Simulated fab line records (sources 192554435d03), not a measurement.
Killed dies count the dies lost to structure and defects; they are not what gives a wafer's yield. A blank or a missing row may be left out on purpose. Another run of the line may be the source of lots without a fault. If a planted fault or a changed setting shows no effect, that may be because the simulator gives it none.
Chamber matching | flow n5-finfet | N5_PASSIVATION_PECVD_01 on pecvd-03 has 3 sister chambers
The step deposits SiNx from SiH4/NH3/N2, target thk 200 nm, time 43.2 s. 6 wafers are shown with their chamber, then 7 later ones without.

EACH WAFER AND ITS CHAMBER
wafer  | chamber | showerhead-plenum-p-Torr (Torr) | throttle-valve-pct (%)
L080.6 | 2       | 8.50                            | 25.9
L082.2 | 1       | 8.68                            | 28.1
L082.3 | 0       | 8.65                            | 28.3
L082.4 | 1       | 8.68                            | 28.5
L088.2 | 2       | 8.51                            | 25.8
L088.4 | 0       | 8.63                            | 28.6

WAFERS MISSING THEIR CHAMBER
wafer  | showerhead-plenum-p-Torr (Torr) | throttle-valve-pct (%)
L088.6 | 8.52                            | 25.7
L091.4 | 8.71                            | 28.4
L091.5 | 8.52                            | 25.8
L091.6 | 8.63                            | 28.7
L093.2 | 8.65                            | 28.6
L093.4 | 8.65                            | 28.6
L093.5 | 8.52                            | 26.1

WHICH CHAMBER EACH ONE RAN IN
wafer  | from the rows above | in truth
L088.6 | 2                   | 2
L091.4 | 1                   | 1
L091.5 | 2                   | 2
L091.6 | 0                   | 0
L093.2 | 0                   | 0
L093.4 | 0                   | 0
L093.5 | 2                   | 2
7 of 7 placed correctly. From these rows, 0 cannot be placed. Number placed wrongly: 0.
How it was worked out, from the rows above alone: a wafer's distance from a chamber is the root of the sum, over the readings, of the square of ((its reading less the chamber's mean) divided by the reading's scatter). The wafer belongs to the nearest chamber; if the next one is less than 2 further off, it can't be placed. The mean given for a chamber averages the wafers shown for that chamber. The scatter is the square root of a quotient: the sum, over the shown wafers, of each reading's squared deviation from its chamber's mean, divided by wafers minus chambers.
